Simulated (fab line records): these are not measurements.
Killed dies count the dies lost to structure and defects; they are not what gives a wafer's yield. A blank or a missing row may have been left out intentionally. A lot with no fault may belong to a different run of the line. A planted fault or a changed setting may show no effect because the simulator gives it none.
fab line records | flow n5Finfet
record lots=6 | wafers=18 | lastDay=17
route steps=1938 shown HKMG_FIN@409 BEOL_M4@1111
lots that met no fault: taken from a fault-free run of the same line
startH: the number of hours between the record's first day and the start of the first shown wafer of the lot | waitH: hours since the lot's step before | " unchanged from the row above | L1.1+2: a single row standing in for several wafers | - no value present, or no start provided | * or withheld: withheld | < > ~ a bound
route shown NAME@n: names a module that has steps shown in the file, with the first one's number in the route | usual: average and standard deviation across the fault-free wafers | same: alike in all rows | chamber/n: place in a boat | sites: per-site readings | _std_site: the values' standard deviation | _edge_site: mean of outer sites minus mean of inner sites | radiusMm: for every site, how far away it sits from the centre of the wafer | mask NAME#n: copy n | behind: the tool/chamber that last shaped the wafer | hold: why the lot went on hold/how many hours it stayed there/how the hold came to an end | device: names the non-switching transistor (n, p or np) | end of line: tests of these same wafers at the route's end | a step with no rows: only its recipe | killed: dies that structure and defects cost at the first sort, which is not the same as the wafer's yield | map: a wafer's dies, x killed, . not, _ none there
set.NAME: setting as actually run; set.NAME@STEP: the setting as run at that earlier step | model.NAME: the simulator's own value behind a step, which no gauge read
lots at some steps of the route; a table a step, a row a wafer
services: the hour from which a tool's chamber was out of use, counted from the record's first day as startH (under 0 if before that day), plus the number of hours and why
## steps
# step N5_HKMG_FIN_STRIP_60
# recipe chemistry=N2/H2 | powerW=2500 | tempC=300 | h2Frac=0.65 | timeS=360 | pressureMtorr=withheld | n2FlowSccm=1750 | h2FlowSccm=3250
# usual drypumpMotorCurrentA=5.9/0.68 | h2FlowSccm=3251/9.7 | heaterPowerW=485/28
lot.wafer | tool           | chamber | startH | waitH | drypumpMotorCurrentA | h2FlowSccm | heaterPowerW | rfHoursCounterH
L808.2    | plasmaAsher-01 | 1       | 91.43  | 0.0   | 4.9                  | 3267       | 471          | 87
L808.3    | "              | 0       | "      | "     | 6.1                  | 3259       | 479          | -
L808.5    | "              | 1       | "      | "     | 4.9                  | 3267       | 478          | -
L811.3    | plasmaAsher-02 | 0       | 108.60 | 0.1   | 6.7                  | 3249       | 469          | -
L811.5    | "              | 0       | "      | "     | 6.8                  | 3250       | 460          | -
L811.6    | "              | 1       | "      | "     | 5.7                  | 3253       | 528          | -
L814.3    | plasmaAsher-01 | 1       | 132.00 | 0.1   | 4.9                  | 3250       | 479          | -
L814.5    | "              | 0       | "      | "     | 6.1                  | 3220       | 464          | -
L814.6    | "              | 1       | "      | "     | 4.9                  | 3264       | 458          | -
L815.2    | plasmaAsher-02 | 0       | 133.86 | 0.0   | 6.8                  | 3236       | 470          | 45
L815.4    | "              | 0       | "      | "     | 6.8                  | 3245       | 466          | -
L815.5    | "              | 0       | "      | "     | 6.8                  | 3249       | 466          | -
L822.1    | plasmaAsher-02 | 0       | 175.85 | 0.0   | 6.7                  | 3248       | 475          | 56
L822.5    | "              | 0       | "      | "     | 6.8                  | 3246       | 463          | -
L822.6    | "              | 1       | "      | "     | 5.7                  | 3253       | 536          | -
L826.2    | plasmaAsher-02 | 1       | 199.33 | 0.0   | 5.7                  | 3248       | 506          | 60
L826.5    | "              | 1       | "      | "     | 5.7                  | 3239       | 521          | -
L826.6    | "              | 0       | "      | "     | 6.7                  | 3252       | 467          | -
# step N5_HKMG_FIN_WET_ETCH_77
# recipe chemistry=dHCl | mix=1:10000 | tempC=25 | target=La2O3 | stopOn=HfO2 | targetDepthNm=2
# step N5_HKMG_FIN_WET_ETCH_78
# recipe chemistry=dNH4OH | mix=1:50 | tempC=25 | target=Al2O3 | stopOn=La2O3 | targetDepthNm=4.5 | dry=ipaMarangoni | rinseTimeS=30 | rinseTempC=23
# step N5_HKMG_FIN_ALD_79
# recipe material=TiN | targetThkA=15 | tempC=400 | aldPrecursorFamily=TiCl4 | aldCoReactant=NH3 | pulseTimeS=1 | purgeTimeS=3 | coReactantPurgeTimeS=2 | coReactantPulseTimeS=2 | aldCycles=68 | pressureTorr=3
# usual coReactantPulseTimeS=2/0 | heaterPowerW=885/80 | precursorPulseHeightRel=0.999/0.022
lot.wafer | tool        | chamber | startH | waitH | coReactantPulseTimeS | heaterPowerW | precursorPulseHeightRel
L808.2    | aldMetal-03 | 2       | 91.99  | 0.0   | 2                    | 875          | 0.972
L808.3    | "           | 0       | "      | "     | 2                    | 900          | 0.971
L808.5    | "           | 2       | "      | "     | 2                    | 890          | 1.007
L811.3    | aldMetal-01 | 1       | 108.97 | 0.0   | 2                    | 737          | 0.993
L811.5    | "           | 3       | "      | "     | 2                    | 941          | 1.016
L811.6    | "           | 0       | "      | "     | 2                    | 875          | 0.996
L814.3    | aldMetal-04 | 2       | 132.37 | 0.0   | 2                    | 909          | 0.999
L814.5    | "           | 2       | "      | "     | 2                    | 914          | 0.965
L814.6    | "           | 3       | "      | "     | 2                    | 814          | 0.952
L815.2    | aldMetal-03 | 0       | 134.35 | 0.0   | 2                    | 897          | 1.019
L815.4    | "           | 2       | "      | "     | 2                    | 895          | 0.980
L815.5    | "           | 3       | "      | "     | 2                    | 994          | 1.011
L822.1    | aldMetal-01 | 1       | 176.34 | 0.0   | 2                    | 733          | 0.970
L822.5    | "           | 1       | "      | "     | 2                    | 746          | 0.978
L822.6    | "           | 0       | "      | "     | 2                    | 885          | 1.012
L826.2    | aldMetal-01 | 3       | 199.82 | 0.0   | 2                    | 970          | 0.984
L826.5    | "           | 0       | "      | "     | 2                    | 859          | 0.975
L826.6    | "           | 3       | "      | "     | 2                    | 957          | 0.999
# step N5_HKMG_FIN_CVD_62
# recipe material=a-Si | targetThkA=30 | tempC=500 | precursor=Si2H6 | pressureTorr=1 | timeS=20.8
# usual heaterPowerW=1459/130
lot.wafer | tool            | chamber | startH | waitH | heaterPowerW
L808.2    | thermalCvdSi-01 | 1       | 92.35  | 0.2   | 1672
L808.3    | "               | 0       | "      | "     | 1248
L808.5    | "               | 1       | "      | "     | 1693
L811.3    | thermalCvdSi-02 | 0       | 109.34 | 0.2   | 1391
L811.5    | "               | 2       | "      | "     | 1585
L811.6    | "               | 0       | "      | "     | 1423
L814.3    | thermalCvdSi-01 | 0       | 132.73 | 0.2   | 1267
L814.5    | "               | 2       | "      | "     | 1424
L814.6    | "               | 1       | "      | "     | 1625
L815.2    | thermalCvdSi-02 | 1       | 134.71 | 0.2   | 1435
L815.4    | "               | 1       | "      | "     | 1458
L815.5    | "               | 2       | "      | "     | 1531
L822.1    | thermalCvdSi-01 | 2       | 176.70 | 0.2   | 1394
L822.5    | "               | 0       | "      | "     | 1256
L822.6    | "               | 2       | "      | "     | 1382
L826.2    | thermalCvdSi-01 | 0       | 200.18 | 0.2   | 1251
L826.5    | "               | 2       | "      | "     | 1399
L826.6    | "               | 1       | "      | "     | 1700
# step N5_HKMG_FIN_RTA_80
# recipe tempC=withheld | timeS=2 | ambient=N2 | idleTempC=600 | rampUpCPerS=150 | rampDownCPerS=60 | coolToC=600
# step N5_HKMG_FIN_PRECLEAN_64
# recipe chemistry=dHF | timeS=30 | tempC=25 | dilution=withheld
# step N5_HKMG_FIN_WET_ETCH_65
# recipe chemistry=TMAH | tempC=70 | concWtPct=5 | target=a-Si | stopOn=TiN | timeS=49 | targetDepthNm=3
# step N5_HKMG_FIN_WET_ETCH_81
# recipe chemistry=SC1 | target=TiN | stopOn=HfO2 | mix=1:1:5 | tempC=60 | timeS=57 | targetDepthNm=6
# step N5_HKMG_FIN_WET_ETCH_82
# recipe chemistry=dHCl | mix=1:10000 | tempC=25 | target=La2O3 | stopOn=HfO2 | targetDepthNm=2 | dry=ipaMarangoni | rinseTimeS=30 | rinseTempC=23
# step N5_HKMG_FIN_ALD_36
# recipe material=TiN | targetThkA=10 | tempC=400 | aldPrecursorFamily=TiCl4 | aldCoReactant=NH3 | pulseTimeS=1 | purgeTimeS=3 | coReactantPurgeTimeS=2 | coReactantPulseTimeS=2 | aldCycles=47 | pressureTorr=3
# usual coReactantPulseTimeS=2/0 | heaterPowerW=883/87 | precursorPulseHeightRel=0.999/0.022
lot.wafer | tool        | chamber | startH | waitH | coReactantPulseTimeS | heaterPowerW | precursorPulseHeightRel
L808.2    | aldMetal-01 | 0       | 92.75  | 0.0   | 2                    | 865          | 0.978
L808.3    | "           | 2       | "      | "     | 2                    | 973          | 1.023
L808.5    | "           | 2       | "      | "     | 2                    | 971          | 0.993
L811.3    | aldMetal-01 | 0       | 109.80 | 0.0   | 2                    | 857          | 0.987
L811.5    | "           | 0       | "      | "     | 2                    | 857          | 0.995
L811.6    | "           | 1       | "      | "     | 2                    | 743          | 1.021
L814.3    | aldMetal-01 | 1       | 133.13 | 0.0   | 2                    | 745          | 1.005
L814.5    | "           | 0       | "      | "     | 2                    | 858          | 0.980
L814.6    | "           | 1       | "      | "     | 2                    | 719          | 0.971
L815.2    | aldMetal-03 | 0       | 135.11 | 0.0   | 2                    | 903          | 1.028
L815.4    | "           | 1       | "      | "     | 2                    | 752          | 0.969
L815.5    | "           | 2       | "      | "     | 2                    | 897          | 1.035
L822.1    | aldMetal-03 | 2       | 177.10 | 0.0   | 2                    | 867          | 0.991
L822.5    | "           | 2       | "      | "     | 2                    | 889          | 0.975
L822.6    | "           | 3       | "      | "     | 2                    | 1047         | 1.001
L826.2    | aldMetal-03 | 0       | 200.68 | 0.0   | 2                    | 895          | 1.007
L826.5    | "           | 0       | "      | "     | 2                    | 899          | 1.021
L826.6    | "           | 1       | "      | "     | 2                    | 741          | 1.039
# step N5_HKMG_FIN_THK_MEAS_70
# recipe thkMeasGauge=xrf | reads=HfO2_of_HKMG_FIN_HK_ALD_01
# usual HK_THK=1.601/0.019
lot.wafer | tool         | chamber | startH | waitH | HK_THK[nm]
L808.2    | filmMetro-02 | -       | 93.03  | 0.2   | 1.621
L808.3    | "            | -       | "      | "     | 1.595
L808.5    | "            | -       | "      | "     | 1.602
L811.3    | filmMetro-02 | -       | 110.08 | 0.2   | 1.603
L811.5    | "            | -       | "      | "     | 1.608
L811.6    | "            | -       | "      | "     | 1.597
L814.3    | filmMetro-02 | -       | 133.41 | 0.2   | 1.575
L814.5    | "            | -       | "      | "     | 1.624
L814.6    | "            | -       | "      | "     | 1.627
L815.2    | filmMetro-02 | -       | 135.39 | 0.2   | 1.605
L815.4    | "            | -       | "      | "     | 1.618
L815.5    | "            | -       | "      | "     | 1.585
L822.1    | filmMetro-02 | -       | 177.38 | 0.2   | 1.602
L822.5    | "            | -       | "      | "     | 1.587
L822.6    | "            | -       | "      | "     | 1.625
L826.2    | filmMetro-01 | -       | 200.96 | 0.2   | 1.614
L826.5    | "            | -       | "      | "     | 1.594
L826.6    | "            | -       | "      | "     | 1.624
# step N5_HKMG_FIN_PWFM_ALD_03
# recipe material=TiN | targetThkA=20 | tempC=400 | aldPrecursorFamily=TiCl4 | aldCoReactant=NH3 | pulseTimeS=1 | purgeTimeS=3 | coReactantPurgeTimeS=2 | coReactantPulseTimeS=2 | aldCycles=91 | pressureTorr=3
# usual coReactantPulseTimeS=2/0 | heaterPowerW=889/77 | precursorPulseHeightRel=0.997/0.02
lot.wafer | tool        | chamber | startH | waitH | coReactantPulseTimeS | heaterPowerW | precursorPulseHeightRel
L808.2    | aldMetal-04 | 0       | 93.07  | 0.0   | 2                    | 896          | 0.988
L808.3    | "           | 1       | "      | "     | 2                    | 925          | 1.032
L808.5    | "           | 3       | "      | "     | 2                    | 809          | 0.983
L811.3    | aldMetal-03 | 3       | 110.11 | 0.0   | 2                    | 1021         | 0.984
L811.5    | "           | 1       | "      | "     | 2                    | 758          | 1.015
L811.6    | "           | 0       | "      | "     | 2                    | 910          | 1.014
L814.3    | aldMetal-03 | 3       | 133.45 | 0.0   | 2.2187               | 967          | 1.006
L814.5    | "           | 2       | "      | "     | 2.2187               | 915          | 0.995
L814.6    | "           | 3       | "      | "     | 2.2187               | 1018         | 1.014
L815.2    | aldMetal-03 | 1       | 135.42 | 0.0   | 2.2187               | 766          | 1.011
L815.4    | "           | 0       | "      | "     | 2.2187               | 906          | 0.962
L815.5    | "           | 3       | "      | "     | 2.2187               | 997          | 0.978
L822.1    | aldMetal-04 | 0       | 177.42 | 0.0   | 2                    | 901          | 1.011
L822.5    | "           | 1       | "      | "     | 2                    | 899          | 1.026
L822.6    | "           | 2       | "      | "     | 2                    | 919          | 0.966
L826.2    | aldMetal-01 | 0       | 200.99 | 0.0   | 2                    | 861          | 1.012
L826.5    | "           | 2       | "      | "     | 2                    | 980          | 0.964
L826.6    | "           | 3       | "      | "     | 2                    | 940          | 0.979
# step N5_HKMG_FIN_COAT_29
# recipe resist=SOC | tempC=250 | timeS=60 | spinRpm=1500 | resistThkNm=300
# step N5_BEOL_M4_RC_MEAS_101
# usual DIBL_N=36.2/1.7 | DIBL_P=36.2/2.2 | IOFF_N=0.16/0.035 | IOFF_P=0.21/0.042 | ION_N=673/13 | ION_P=462/7.9 | SS_N=71.4/0.59 | SS_P=73.2/0.7 | VT_N=250/3.6 | VT_P=-251/3.5
lot.wafer | tool      | chamber | startH | waitH | DIBL_N[mV/V] | DIBL_P[mV/V] | IOFF_N[nA/um] | IOFF_P[nA/um] | ION_N[uA/um] | ION_P[uA/um] | SS_N[mV/dec] | SS_P[mV/dec] | VT_N[mV] | VT_P[mV]
L808.2    | prober-02 | 0       | 175.38 | 0.2   | 35.7         | 38.2         | 0.20          | 0.28          | 691          | 470          | 71.4         | 74.0         | 244      | -242
L808.3    | "         | 0       | "      | "     | 35.8         | 37.6         | 0.19          | 0.26          | 680          | 466          | 71.3         | 73.5         | 248      | -243
L808.5    | "         | 0       | "      | "     | 36.6         | 38.1         | 0.21          | 0.26          | 701          | 472          | 72.2         | 74.1         | 245      | -246
L811.3    | prober-01 | 0       | 196.63 | 0.3   | 35.3         | 36.4         | 0.14          | 0.18          | 661          | 445          | 71.4         | 72.7         | 250      | -253
L811.5    | "         | 0       | "      | "     | 35.8         | 37.2         | 0.17          | 0.19          | 664          | 454          | 71.8         | 73.8         | 250      | -253
L811.6    | "         | 0       | "      | "     | 35.0         | 36.2         | 0.15          | 0.19          | 660          | 452          | 71.3         | 73.7         | 249      | -252
L814.3    | prober-01 | 0       | 233.78 | 0.3   | 36.2         | 37.8         | 0.16          | 0.23          | 667          | 467          | 71.5         | 73.9         | 251      | -248
L814.5    | "         | 0       | "      | "     | 37.1         | 37.8         | 0.16          | 0.23          | 673          | 464          | 71.8         | 73.4         | 247      | -247
L814.6    | "         | 0       | "      | "     | 36.7         | 36.5         | 0.15          | 0.21          | 663          | 460          | 71.7         | 73.4         | 252      | -252
L815.2    | prober-01 | 0       | 237.76 | 0.2   | 40.1         | 40.2         | 0.23          | 0.26          | 680          | 464          | 72.5         | 73.4         | 244      | -251
L815.4    | "         | 0       | "      | "     | 33.8         | 33.7         | 0.12          | 0.17          | 653          | 450          | 70.6         | 72.2         | 256      | -252
L815.5    | "         | 0       | "      | "     | 38.5         | 39.5         | 0.21          | 0.26          | 688          | 466          | 71.7         | 73.7         | 247      | -250
L822.1    | prober-02 | 0       | 276.94 | 0.0   | 35.1         | 35.7         | 0.15          | 0.21          | 662          | 457          | 71.4         | 72.8         | 250      | -249
L822.5    | "         | 0       | "      | "     | 34.8         | 35.5         | 0.15          | 0.21          | 669          | 461          | 71.2         | 72.5         | 249      | -251
L822.6    | "         | 0       | "      | "     | 37.0         | 37.2         | 0.18          | 0.24          | 681          | 465          | 71.5         | 73.2         | 247      | -249
L826.2    | prober-01 | 0       | 302.35 | 0.2   | 37.6         | 36.4         | 0.15          | 0.23          | 666          | 464          | 71.0         | 72.8         | 252      | -248
L826.5    | "         | 0       | "      | "     | 36.7         | 34.8         | 0.15          | 0.21          | 678          | 466          | 71.3         | 72.7         | 248      | -251
L826.6    | "         | 0       | "      | "     | 36.3         | 34.9         | 0.13          | 0.20          | 673          | 466          | 71.0         | 73.6         | 252      | -249
## services
tool           | chamber | startH | hours | kind
aldMetal-04    | -       | 114.09 | 0.6   | repair
aldMetal-04    | -       | 132.97 | 2.8   | pm
plasmaAsher-01 | -       | 145.89 | 2.8   | pm
## key
firstSign step=N5_HKMG_FIN_PWFM_ALD_03 | reading=coReactantPulseTimeS | direction=up | sigmas=99+ | usual=* | struck=*
effect none on later readings
metAt N5_HKMG_FIN_PWFM_ALD_03
struckWafers L814.3,L814.5,L814.6,L815.2,L815.4,L815.5
onsetBetween 110.11 133.45
fault kind=processParameterDrift | tool=aldMetal-03 | chamber=- | onsetH=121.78 | steps=N5_HKMG_FIN_PWFM_ALD_03 | channel=coReactantPulseTimeS | offset=* | shape=step | endH=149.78 | actsIn=* | stated=*
